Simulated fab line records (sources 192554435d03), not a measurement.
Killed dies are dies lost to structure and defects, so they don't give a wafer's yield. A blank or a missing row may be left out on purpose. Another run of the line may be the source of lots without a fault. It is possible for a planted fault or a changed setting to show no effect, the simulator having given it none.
Chamber matching / flow n5-finfet / pecvd-01 running N5_BEOL_M2_PECVD_72: 3 sister chambers
The step deposits SiO2 from TEOS/O2, target thk 16 nm, time 18 s. 3 wafers are shown with their chamber, then 7 later ones without.

## WAFERS WITH THEIR CHAMBER
wafer=L086.6; chamber=2; throttle-valve-pct (%)=22.3
wafer=L091.2; chamber=1; throttle-valve-pct (%)=22.0
wafer=L091.3; chamber=0; throttle-valve-pct (%)=23.7

## WAFERS MISSING THEIR CHAMBER
wafer=L091.6; throttle-valve-pct (%)=21.6
wafer=L093.1; throttle-valve-pct (%)=21.8
wafer=L093.2; throttle-valve-pct (%)=24.0
wafer=L093.5; throttle-valve-pct (%)=21.5
wafer=L096.2; throttle-valve-pct (%)=23.5
wafer=L096.5; throttle-valve-pct (%)=22.2
wafer=L096.6; throttle-valve-pct (%)=23.5

## EACH ONE'S CHAMBER
wafer=L091.6; from the rows above=can't be placed: 1 or 2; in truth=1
wafer=L093.1; from the rows above=can't be placed: 1 or 2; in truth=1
wafer=L093.2; from the rows above=0; in truth=0
wafer=L093.5; from the rows above=can't be placed: 1 or 2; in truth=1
wafer=L096.2; from the rows above=0; in truth=0
wafer=L096.5; from the rows above=can't be placed: 2 or 1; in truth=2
wafer=L096.6; from the rows above=0; in truth=0
3 of 7 placed correctly. Can't be placed from these rows: 4 (the true chamber is among the candidates in 4). 0 placed wrongly.
How it was worked out, from the rows above alone: a wafer's distance from a chamber is the root of the sum, over the readings, of the square of ((its reading less the chamber's mean) divided by the reading's scatter). If the next closest chamber is less than 2 further off than the closest, the wafer can't be placed; otherwise it belongs to the closest. Each chamber's mean is taken over the wafers shown for it. The scatter: with one shown wafer a chamber, the root of the mean of the squares of how far each hidden wafer lies from its nearest shown one.
